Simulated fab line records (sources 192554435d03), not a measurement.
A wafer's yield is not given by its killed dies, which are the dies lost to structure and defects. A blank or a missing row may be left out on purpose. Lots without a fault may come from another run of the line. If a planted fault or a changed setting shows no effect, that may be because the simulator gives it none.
fab line records -- flow n5Finfet -- part 1 of 2: steps 1 to 13 of 24
record: lots: 5, wafers: 15, lastDay: 16
route steps=1938 shown BEOL_M0_CUTY@712 BEOL_M0@715
lots that met no fault: from a run of the same line without faults
startH: hours from the record's first day to the start of the lot's first wafer shown -- waitH: hours from the lot's prior step to this one -- " identical to the entry in the row above -- L1.1+2: several wafers, shown together as one row -- - either no value or no given start -- * or withheld: withheld -- < > ~ a bound
route shown NAME@n: a module of which the file shows steps, and the number in the route of the first -- usual: average and standard deviation across the fault-free wafers -- same: alike in all rows -- chamber/n: place in a boat -- sites: readings site by site -- _std_site: the values' standard deviation -- _edge_site: mean of outer sites minus mean of inner sites -- radiusMm: how far each site lies from the wafer's centre -- mask NAME#n: copy n -- behind: the last tool/chamber to shape the wafer -- hold: cause of the lot's hold/its duration in hours/its outcome -- device: the transistor (n, p or np) that didn't switch -- end of line: the same wafers' tests at the end of the route -- a step with no rows: only its recipe -- killed: at the first sort, the dies lost to defects and structure; wafer yield is something else -- map: a wafer's dies, x killed, . not, _ none there
set.NAME: the run value of the setting; set.NAME@STEP: its run value at that earlier step -- model.NAME: the simulator's own value behind a step, which no gauge read
certain route steps with their lots: each step a table, each wafer a row
services: the hour from which a tool's chamber was out of use, counted from the record's first day as startH (under 0 if before that day), plus the number of hours and why
== steps ==
step: N5_BEOL_M0_CUTY_ETCH_62
recipe: chemistry: CF4, target: SiARC, maskMaterial: CAR-ArF-block, timeS: 58.5, ionEnergyEv: 80, pressureMtorr: 40, sourceW: 545, biasW: 36, Ar_flow_sccm: 100, cf4FlowSccm: 100, ends: cleared
usual: biasW: 36.00/0.11, drypumpMotorCurrentA: 5.8/0.42, etchRfOnTimeS: 58.1/2.4, oesProductAu: 0.67/0.079, rfFwdPowerW: 537/3, rfVppV: 184.5/1, showerheadPlenumPTorr: 2.19/0.056, throttleValvePct: 15.57/0.24
lot.wafer,tool,chamber,startH,waitH,biasW,drypumpMotorCurrentA,etchRfOnTimeS,oesProductAu,rfFwdPowerW,rfHoursCounterH,rfVppV,showerheadPlenumPTorr,throttleValvePct
L082.2,rieDiel-06,1,162.46,0.0,36.03,6.1,62.5,0.58,536,220,183.6,2.13,15.72
L082.4,rieDiel-06,3,162.46,0.0,35.99,5.8,55.6,0.65,543,185,183.6,2.14,15.85
L082.6,rieDiel-06,0,162.46,0.0,36.05,5.7,60.6,0.65,542,-,184.3,2.16,15.45
L086.2,rieDiel-04,2,191.89,0.0,36.02,4.8,60.8,0.56,540,243,186.2,2.19,15.99
L086.4,rieDiel-04,1,191.89,0.0,35.99,5.1,58.3,0.59,537,235,187.0,2.20,16.02
L086.6,rieDiel-04,0,191.89,0.0,36.19,5.9,55.9,0.81,537,-,184.2,2.09,15.23
L091.3,rieDiel-06,3,214.02,0.0,36.01,5.8,56.0,0.63,544,205,183.6,2.14,15.91
L091.4,rieDiel-06,1,214.02,0.0,36.17,6.1,63.8,0.57,537,239,182.9,2.13,15.77
L091.5,rieDiel-06,3,214.02,0.0,36.00,5.8,56.6,0.63,542,-,183.5,2.14,15.89
L092.4,rieDiel-05,1,221.56,0.0,36.03,5.2,56.8,0.85,533,8,185.3,2.20,15.42
L092.5,rieDiel-05,2,221.56,0.0,36.15,6.3,55.4,0.70,537,-,184.9,2.26,15.60
L092.6,rieDiel-05,1,221.56,0.0,36.05,5.2,56.9,0.85,533,-,186.4,2.20,15.44
L095.2,rieDiel-06,2,241.94,0.0,35.92,6.0,56.9,0.64,535,189,184.8,2.21,15.25
L095.4,rieDiel-06,0,241.94,0.0,35.88,5.7,62.6,0.62,540,153,184.2,2.15,15.52
L095.5,rieDiel-06,2,241.94,0.0,35.92,6.1,56.7,0.64,536,-,186.0,2.21,15.28
step: N5_BEOL_M0_CUTY_ETCH_63
recipe: chemistry: N2/H2, target: SOC, targetDepthA: 827, overetchA: 165, maskMaterial: SiARC, tempC: 40, ionEnergyEv: 200, timeS: 124, pressureMtorr: 30, sourceW: 840, biasW: 150, n2FlowSccm: 200, h2FlowSccm: 200
usual: biasW: 150.1/0.49, drypumpMotorCurrentA: 5.8/0.42, h2FlowSccm: 199.9/0.65, oesProductAu: 0.65/0.07, rfFwdPowerW: 836.7/2.6, rfVppV: 525.3/2.1, showerheadPlenumPTorr: 2.60/0.081, throttleValvePct: 17.79/0.19
lot.wafer,tool,chamber,startH,waitH,biasW,drypumpMotorCurrentA,h2FlowSccm,oesProductAu,rfFwdPowerW,rfHoursCounterH,rfVppV,showerheadPlenumPTorr,throttleValvePct
L082.2,rieDiel-06,1,162.51,0.0,150.2,6.1,199.9,0.58,837.5,220,522.7,2.49,17.74
L082.4,rieDiel-06,3,162.51,0.0,149.2,5.8,200.2,0.60,842.4,185,523.6,2.53,18.03
L082.6,rieDiel-06,0,162.51,0.0,150.8,5.7,199.6,0.64,838.7,-,525.0,2.56,17.64
L086.2,rieDiel-04,2,191.94,0.0,149.3,4.8,200.1,0.56,838.1,243,525.8,2.61,18.30
L086.4,rieDiel-04,1,191.94,0.0,150.6,5.1,199.5,0.57,837.3,235,526.9,2.60,18.13
L086.6,rieDiel-04,0,191.94,0.0,150.4,5.9,199.0,0.75,836.5,-,522.8,2.51,17.68
L091.3,rieDiel-06,3,214.07,0.0,150.3,5.8,200.1,0.60,841.1,205,523.7,2.52,18.06
L091.4,rieDiel-06,1,214.07,0.0,149.9,6.2,200.7,0.57,835.7,239,522.6,2.48,17.78
L091.5,rieDiel-06,3,214.07,0.0,149.3,5.8,200.6,0.59,837.0,-,523.3,2.52,18.06
L092.4,rieDiel-05,1,221.60,0.0,151.1,5.2,201.0,0.79,837.2,8,525.4,2.61,17.65
L092.5,rieDiel-05,2,221.60,0.0,149.9,6.3,200.1,0.65,833.5,-,527.3,2.67,17.74
L092.6,rieDiel-05,1,221.60,0.0,150.4,5.2,200.8,0.79,835.4,-,526.3,2.61,17.65
L095.2,rieDiel-06,2,241.99,0.0,150.2,6.1,200.9,0.61,835.8,189,524.6,2.67,17.67
L095.4,rieDiel-06,0,241.99,0.0,149.9,5.7,200.3,0.62,838.2,153,524.0,2.55,17.68
L095.5,rieDiel-06,2,241.99,0.0,150.3,6.1,200.7,0.61,834.8,-,525.1,2.67,17.67
step: N5_BEOL_M0_CUTY_STRIP_64
recipe: chemistry: N2/H2, tempC: 40, n2FlowSccm: 200, h2FlowSccm: 200, rfFrequencyHz: 6e+07
lot.wafer,tool,chamber,startH,waitH
L082.2+4+6,rieDiel-06,"1,3,0",162.62,0.1
L086.2+4+6,rieDiel-04,"2,1,0",192.05,0.1
L091.3+4+5,rieDiel-06,"3,1,3",214.18,0.1
L092.4+5+6,rieDiel-05,"1,2,1",221.72,0.1
L095.2+4+5,rieDiel-06,"2,0,2",242.10,0.1
step: N5_BEOL_M0_ETCH_138
recipe: chemistry: CH3F/O2, targetDepthA: 120, target: SiCN, timeS: 31.6, ionEnergyEv: 120, pressureMtorr: 30, sourceW: 395, biasW: 75, Ar_flow_sccm: 150, CH3F_flow_sccm: 30, O2_flow_sccm: 20, ends: cleared
usual: biasW: 75.00/0.23, drypumpMotorCurrentA: 5.8/0.42, etchRfOnTimeS: 29.2/1.1, oesProductAu: 0.67/0.076, rfFwdPowerW: 386.2/2, rfVppV: 298.1/1.3, showerheadPlenumPTorr: 2.04/0.052, throttleValvePct: 16.26/0.24
lot.wafer,tool,chamber,startH,waitH,biasW,drypumpMotorCurrentA,etchRfOnTimeS,oesProductAu,rfFwdPowerW,rfHoursCounterH,rfVppV,showerheadPlenumPTorr,throttleValvePct
L082.2,rieDiel-06,1,162.63,0.0,75.00,6.1,30.3,0.59,386.6,221,298.3,1.99,16.43
L082.4,rieDiel-06,3,162.63,0.0,75.32,5.8,28.9,0.64,388.2,185,296.5,2.00,16.54
L082.6,rieDiel-06,0,162.63,0.0,74.81,5.7,29.1,0.66,389.4,-,297.8,2.01,16.15
L086.2,rieDiel-04,2,192.06,0.0,74.89,4.8,29.2,0.57,386.3,243,297.8,2.05,16.70
L086.4,rieDiel-04,1,192.06,0.0,75.24,5.1,30.9,0.59,383.8,235,298.6,2.06,16.73
L086.6,rieDiel-04,0,192.06,0.0,74.94,5.9,28.9,0.80,385.9,-,297.4,1.96,16.02
L091.3,rieDiel-06,3,214.19,0.0,74.89,5.8,27.4,0.63,391.1,205,297.3,1.99,16.60
L091.4,rieDiel-06,1,214.19,0.0,74.92,6.1,31.3,0.57,386.0,239,294.5,1.98,16.46
L091.5,rieDiel-06,3,214.19,0.0,74.49,5.8,27.2,0.63,391.2,-,296.7,1.99,16.60
L092.4,rieDiel-05,1,221.73,0.0,74.69,5.2,27.6,0.85,384.8,8,297.4,2.05,16.10
L092.5,rieDiel-05,2,221.73,0.0,75.17,6.4,28.0,0.68,382.5,-,298.3,2.11,16.34
L092.6,rieDiel-05,1,221.73,0.0,74.95,5.2,28.7,0.85,385.5,-,298.5,2.05,16.09
L095.2,rieDiel-06,2,242.11,0.0,74.93,6.1,27.2,0.64,385.5,189,299.3,2.07,15.99
L095.4,rieDiel-06,0,242.11,0.0,75.28,5.7,31.0,0.63,389.8,153,298.4,2.00,16.19
L095.5,rieDiel-06,2,242.11,0.0,75.11,6.1,29.8,0.64,386.2,-,298.5,2.07,15.98
step: N5_BEOL_M0_HM_OPEN_105
recipe: chemistry: Cl2/BCl3, targetDepthA: 120, target: TiN, ionEnergyEv: 150, pressureMtorr: 10, icpW: 1000, biasW: 126, Cl2_flow_sccm: 53.25, bcl3FlowSccm: 21.75, Ar_flow_sccm: 25
usual: biasW: 126.0/0.4, drypumpMotorCurrentA: 5.7/0.57, mfcCl2Sccm: 53.21/0.16, oesProductAu: 0.78/0.094, rfFwdPowerW: 994/3.2, throttleValvePct: 21.80/0.25
lot.wafer,tool,chamber,startH,waitH,biasW,drypumpMotorCurrentA,mfcCl2Sccm,oesProductAu,rfFwdPowerW,rfHoursCounterH,throttleValvePct
L082.2,rieMetal-03,1,164.42,1.8,125.3,4.8,53.16,0.87,990,6,22.08
L082.4,rieMetal-03,1,164.42,1.8,125.9,4.8,53.20,0.88,987,-,22.07
L082.6,rieMetal-03,0,164.42,1.8,125.8,5.8,53.42,0.66,993,-,21.88
L086.2,rieMetal-03,0,193.63,1.5,126.3,5.8,53.25,0.66,999,95,21.86
L086.4,rieMetal-03,0,193.63,1.5,126.4,5.8,53.07,0.67,996,-,21.86
L086.6,rieMetal-03,0,193.63,1.5,126.2,5.8,53.13,0.67,995,-,21.87
L091.3,rieMetal-01,0,214.65,0.4,126.2,5.2,53.01,0.80,991,-,22.10
L091.4,rieMetal-01,1,214.65,0.4,126.3,6.2,53.22,0.74,995,-,21.54
L091.5,rieMetal-01,0,214.65,0.4,126.5,5.2,53.17,0.81,993,-,22.09
L092.4,rieMetal-01,0,222.00,0.2,126.0,5.2,53.38,0.80,992,-,22.09
L092.5,rieMetal-01,1,222.00,0.2,126.0,6.2,53.22,0.74,991,-,21.55
L092.6,rieMetal-01,0,222.00,0.2,126.3,5.2,53.03,0.81,988,-,22.09
L095.2,rieMetal-01,0,242.49,0.3,125.6,5.2,53.12,0.80,994,46,22.11
L095.4,rieMetal-01,1,242.49,0.3,125.4,6.2,53.35,0.73,988,-,21.54
L095.5,rieMetal-01,0,242.49,0.3,126.1,5.2,53.14,0.79,990,-,22.12
step: N5_BEOL_M0_STRIP_140
recipe: chemistry: CF4, resist: SiARC, powerW: 300, biasPowerW: 75, pressureMtorr: 50, cf4FlowSccm: 150, rfFrequencyHz: 6e+07
usual: drypumpMotorCurrentA: 5.6/0.49, oesProductAu: 0.80/0.099, rfFwdPowerW: 292.8/0.99, rfVppV: 271.8/1.6, showerheadPlenumPTorr: 1.83/0.054, throttleValvePct: 13.55/0.26
lot.wafer,tool,chamber,startH,waitH,drypumpMotorCurrentA,oesProductAu,rfFwdPowerW,rfHoursCounterH,rfVppV,showerheadPlenumPTorr,throttleValvePct
L082.2,rieDiel-06,1,164.59,0.1,6.1,0.69,294.0,221,270.0,1.79,13.71
L082.4,rieDiel-06,2,164.59,0.1,6.1,0.75,293.6,163,274.9,1.85,13.21
L082.6,rieDiel-06,1,164.59,0.1,6.1,0.69,292.7,-,272.3,1.79,13.71
L086.2,rieDiel-06,3,193.84,0.2,5.7,0.72,293.9,196,269.4,1.79,13.86
L086.4,rieDiel-06,2,193.84,0.2,6.1,0.74,291.9,171,272.6,1.84,13.23
L086.6,rieDiel-06,2,193.84,0.2,6.0,0.74,291.8,-,269.6,1.84,13.22
L091.3,rieDiel-04,1,215.02,0.3,5.1,0.68,292.5,244,273.5,1.84,14.06
L091.4,rieDiel-04,3,215.02,0.3,5.4,0.93,294.0,15,268.2,1.75,13.18
L091.5,rieDiel-04,2,215.02,0.3,4.8,0.66,292.9,-,272.6,1.84,14.00
L092.4,rieDiel-05,2,222.14,0.1,6.3,0.78,291.6,113,270.9,1.89,13.55
L092.5,rieDiel-05,3,222.14,0.1,5.6,0.87,292.3,-,273.2,1.91,13.38
L092.6,rieDiel-05,2,222.14,0.1,6.3,0.78,292.1,-,272.2,1.89,13.56
L095.2,rieDiel-04,3,242.66,0.1,5.4,0.87,292.8,28,269.7,1.75,13.24
L095.4,rieDiel-04,3,242.66,0.1,5.4,0.87,292.8,-,272.1,1.75,13.25
L095.5,rieDiel-04,2,242.66,0.1,4.8,0.97,292.0,-,274.7,1.84,13.43
step: N5_BEOL_M0_STRIP_104
recipe: chemistry: N2/H2, powerW: 450, tempC: 40, pressureMtorr: 20, rfFrequencyHz: 6e+07, overashFraction: 0.3, biasPowerW: 7, h2Frac: 0.5, n2FlowSccm: 200, h2FlowSccm: 200
usual: drypumpMotorCurrentA: 5.6/0.49, h2FlowSccm: 200.0/0.57, oesProductAu: 0.81/0.11, rfVppV: 59.3/1.7, showerheadPlenumPTorr: 2.59/0.081, throttleValvePct: 23.6/0.31
lot.wafer,tool,chamber,startH,waitH,drypumpMotorCurrentA,h2FlowSccm,oesProductAu,rfHoursCounterH,rfVppV,showerheadPlenumPTorr,throttleValvePct
L082.2,rieDiel-06,1,164.61,0.0,6.1,200.3,0.68,221,60.0,2.49,23.5
L082.4,rieDiel-06,2,164.61,0.0,6.1,199.5,0.74,163,62.5,2.68,23.4
L082.6,rieDiel-06,1,164.61,0.0,6.1,200.2,0.69,-,59.0,2.48,23.5
L086.2,rieDiel-06,3,193.86,0.0,5.8,199.3,0.73,196,57.0,2.52,23.9
L086.4,rieDiel-06,2,193.86,0.0,6.1,200.1,0.73,171,61.6,2.67,23.5
L086.6,rieDiel-06,2,193.86,0.0,6.1,201.1,0.75,-,59.6,2.67,23.5
L091.3,rieDiel-04,1,215.04,0.0,5.1,201.0,0.65,244,60.8,2.59,23.9
L091.4,rieDiel-04,3,215.04,0.0,5.4,200.0,0.93,15,57.7,2.47,23.1
L091.5,rieDiel-04,2,215.04,0.0,4.8,198.7,0.67,-,55.9,2.60,24.3
L092.4,rieDiel-05,2,222.16,0.0,6.4,200.1,0.79,113,59.2,2.67,23.6
L092.5,rieDiel-05,3,222.16,0.0,5.6,200.1,0.89,-,60.4,2.72,23.9
L092.6,rieDiel-05,2,222.16,0.0,6.3,200.5,0.80,-,62.0,2.67,23.6
L095.2,rieDiel-04,3,242.68,0.0,5.4,199.9,0.89,28,62.2,2.46,23.1
L095.4,rieDiel-04,3,242.68,0.0,5.4,199.5,0.90,-,61.1,2.46,23.1
L095.5,rieDiel-04,2,242.68,0.0,4.8,200.0,0.99,-,57.8,2.60,23.8
step: N5_BEOL_M0_WET_ETCH_106
recipe: chemistry: DHF, dilution: 10:1, tempC: 25, target: SiO2, targetDepthA: 1300, dry: ipaMarangoni, rinseTimeS: 30, rinseTempC: 23
lot.wafer,tool,chamber,startH,waitH
L082.2+4+6,wetBench-01,"7,3,1",164.68,-
L086.2+4+6,wetBench-04,"2,1,7",193.93,-
L091.3+4+5,wetBench-01,"6,0,2",215.11,-
L092.4+5+6,wetBench-01,"0,3,4",222.23,-
L095.2+4+5,wetBench-02,"6,5,2",242.79,-
step: N5_BEOL_M0_ETCH_128
recipe: chemistry: CF4/N2, targetDepthA: 120, overetchA: 51, target: SiCN, timeS: 21.4, ionEnergyEv: 150, pressureMtorr: 40, sourceW: 430, biasW: 70, Ar_flow_sccm: 100, cf4FlowSccm: 60, n2FlowSccm: 60
usual: biasW: 69.99/0.23, drypumpMotorCurrentA: 5.7/0.43, oesProductAu: 0.54/0.06, rfFwdPowerW: 425.6/1.9, rfVppV: 383.3/1.6, showerheadPlenumPTorr: 2.25/0.056, throttleValvePct: 15.40/0.24
lot.wafer,tool,chamber,startH,waitH,biasW,drypumpMotorCurrentA,oesProductAu,rfFwdPowerW,rfHoursCounterH,rfVppV,showerheadPlenumPTorr,throttleValvePct
L082.2,rieDiel-04,2,164.75,0.0,69.76,4.8,0.47,424.3,235,384.2,2.27,15.81
L082.4,rieDiel-04,2,164.75,0.0,70.29,4.8,0.48,423.7,-,383.5,2.27,15.83
L082.6,rieDiel-04,0,164.75,0.0,69.79,5.9,0.65,427.3,-,382.5,2.17,15.08
L086.2,rieDiel-05,3,194.21,0.3,69.88,5.6,0.62,425.4,16,386.1,2.34,15.16
L086.4,rieDiel-05,0,194.21,0.3,70.03,6.1,0.51,426.1,-,384.3,2.28,15.37
L086.6,rieDiel-05,2,194.21,0.3,70.24,6.3,0.55,424.8,-,383.9,2.33,15.39
L091.3,rieDiel-05,0,215.40,0.3,69.90,6.0,0.50,426.5,208,383.9,2.28,15.40
L091.4,rieDiel-05,1,215.40,0.3,69.94,5.2,0.68,423.7,6,381.9,2.27,15.25
L091.5,rieDiel-05,2,215.40,0.3,69.82,6.3,0.54,425.5,-,385.4,2.32,15.39
L092.4,rieDiel-05,0,222.53,0.3,69.84,6.1,0.49,424.7,210,383.8,2.28,15.38
L092.5,rieDiel-05,3,222.53,0.3,70.05,5.6,0.60,427.5,-,385.4,2.34,15.19
L092.6,rieDiel-05,0,222.53,0.3,69.55,6.1,0.51,424.6,-,382.7,2.28,15.40
L095.2,rieDiel-05,2,242.88,0.0,70.27,6.3,0.53,424.7,121,384.7,2.32,15.42
L095.4,rieDiel-05,0,242.88,0.0,70.21,6.0,0.51,426.5,214,384.6,2.28,15.41
L095.5,rieDiel-05,1,242.88,0.0,69.90,5.2,0.66,427.5,-,383.4,2.26,15.26
step: N5_BEOL_M0_TRENCH_ETCH_107
recipe: chemistry: C4F6/O2, targetDepthA: 328, target: SiOC, timeS: 16.4, ionEnergyEv: 250, pressureMtorr: 30, sourceW: 355, biasW: 185, Ar_flow_sccm: 300, C4F6_flow_sccm: 10, O2_flow_sccm: 10
usual: biasW: 185.1/0.52, drypumpMotorCurrentA: 5.7/0.44, oesProductAu: 0.79/0.093, rfFwdPowerW: 348.3/2, rfVppV: 668/32, showerheadPlenumPTorr: 2.90/0.065, throttleValvePct: 20.82/0.26
lot.wafer,tool,chamber,startH,waitH,biasW,drypumpMotorCurrentA,oesProductAu,rfFwdPowerW,rfHoursCounterH,rfVppV,showerheadPlenumPTorr,throttleValvePct
L082.2,rieDiel-04,2,164.79,0.0,185.9,4.8,0.67,346.4,235,685,2.91,21.20
L082.4,rieDiel-04,2,164.79,0.0,184.5,4.8,0.68,347.9,-,685,2.91,21.22
L082.6,rieDiel-04,0,164.79,0.0,184.2,5.9,0.97,349.3,-,646,2.80,20.57
L086.2,rieDiel-05,3,194.25,0.0,185.0,5.6,0.92,349.5,16,624,2.99,20.50
L086.4,rieDiel-05,0,194.25,0.0,184.8,6.1,0.75,348.6,-,683,2.92,20.61
L086.6,rieDiel-05,2,194.25,0.0,184.5,6.3,0.82,347.5,-,616,3.01,20.93
L091.3,rieDiel-05,0,215.44,0.0,184.6,6.1,0.73,348.0,208,679,2.92,20.61
L091.4,rieDiel-05,1,215.44,0.0,185.1,5.2,1.00,348.3,6,682,2.92,20.71
L091.5,rieDiel-05,2,215.44,0.0,184.8,6.4,0.81,346.2,-,615,3.01,20.93
L092.4,rieDiel-05,0,222.58,0.0,184.6,6.1,0.73,349.7,210,680,2.92,20.61
L092.5,rieDiel-05,3,222.58,0.0,185.7,5.6,0.88,348.3,-,621,2.99,20.54
L092.6,rieDiel-05,0,222.58,0.0,185.1,6.0,0.73,349.6,-,680,2.92,20.63
L095.2,rieDiel-05,2,242.92,0.0,184.9,6.3,0.79,348.4,121,616,3.00,20.96
L095.4,rieDiel-05,0,242.92,0.0,184.7,6.1,0.73,350.4,214,680,2.92,20.63
L095.5,rieDiel-05,1,242.92,0.0,184.5,5.2,0.97,346.7,-,682,2.91,20.70
step: N5_BEOL_M0_STRIP_142
recipe: chemistry: N2/H2, timeS: 10, powerW: 450, tempC: 40, pressureMtorr: 20, rfFrequencyHz: 6e+07, biasPowerW: 7, n2FlowSccm: 200, h2FlowSccm: 200
usual: drypumpMotorCurrentA: 5.7/0.43, h2FlowSccm: 199.9/0.62, oesProductAu: 0.79/0.094, rfVppV: 59.2/0.81, showerheadPlenumPTorr: 2.59/0.076, throttleValvePct: 23.64/0.28
lot.wafer,tool,chamber,startH,waitH,drypumpMotorCurrentA,h2FlowSccm,oesProductAu,rfHoursCounterH,rfVppV,showerheadPlenumPTorr,throttleValvePct
L082.2,rieDiel-04,2,164.81,0.0,4.8,199.9,0.69,235,60.2,2.61,24.23
L082.4,rieDiel-04,2,164.81,0.0,4.8,199.5,0.69,-,58.0,2.61,24.25
L082.6,rieDiel-04,0,164.81,0.0,5.9,199.5,0.95,-,58.7,2.51,23.60
L086.2,rieDiel-05,3,194.28,0.0,5.6,201.0,0.91,16,59.4,2.73,23.91
L086.4,rieDiel-05,0,194.28,0.0,6.1,200.9,0.73,-,58.4,2.63,23.27
L086.6,rieDiel-05,2,194.28,0.0,6.3,200.0,0.79,-,59.6,2.67,23.62
L091.3,rieDiel-05,0,215.46,0.0,6.1,199.1,0.73,208,58.9,2.63,23.30
L091.4,rieDiel-05,1,215.46,0.0,5.2,200.1,0.99,6,59.0,2.60,23.46
L091.5,rieDiel-05,2,215.46,0.0,6.3,199.9,0.80,-,58.8,2.67,23.64
L092.4,rieDiel-05,0,222.60,0.0,6.1,198.7,0.73,210,60.7,2.63,23.32
L092.5,rieDiel-05,3,222.60,0.0,5.6,199.9,0.88,-,58.6,2.72,23.92
L092.6,rieDiel-05,0,222.60,0.0,6.1,199.2,0.73,-,59.2,2.62,23.30
L095.2,rieDiel-05,2,242.95,0.0,6.3,200.1,0.77,121,58.5,2.66,23.65
L095.4,rieDiel-05,0,242.95,0.0,6.1,199.7,0.72,214,59.5,2.62,23.32
L095.5,rieDiel-05,1,242.95,0.0,5.2,201.1,0.95,-,58.7,2.60,23.48
step: N5_BEOL_M0_OCD_MEAS_108
usual: trenchDepthNm: 32.8/0.91
lot.wafer,tool,chamber,startH,waitH,trenchDepthNm
L082.2,ocd-02,-,164.89,0.1,31.6
L082.4,ocd-02,-,164.89,0.1,32.2
L082.6,ocd-02,-,164.89,0.1,33.7
L086.2,ocd-01,-,194.36,0.1,33.4
L086.4,ocd-01,-,194.36,0.1,33.1
L086.6,ocd-01,-,194.36,0.1,33.2
L091.3,ocd-01,-,215.55,0.1,32.7
L091.4,ocd-01,-,215.55,0.1,33.9
L091.5,ocd-01,-,215.55,0.1,33.6
L092.4,ocd-02,-,222.69,0.1,32.2
L092.5,ocd-02,-,222.69,0.1,32.1
L092.6,ocd-02,-,222.69,0.1,32.4
L095.2,ocd-01,-,243.03,0.1,32.7
L095.4,ocd-01,-,243.03,0.1,32.3
L095.5,ocd-01,-,243.03,0.1,33.3
step: N5_BEOL_M0_HM_STRIP_129
recipe: chemistry: peroxideTinStrip, material: TiN, targetDepthA: 170, tempC: 50, timeS: 108
lot.wafer,tool,chamber,startH,waitH
L082.2+4+6,wetBench-01,"7,3,1",164.93,0.0
L086.2+4+6,wetBench-01,"1,5,6",194.39,0.0
L091.3+4+5,wetBench-04,"4,6,2",215.58,0.0
L092.4+5+6,wetBench-04,"0,3,2",222.71,0.0
L095.2+4+5,wetBench-02,"0,7,3",243.06,0.0
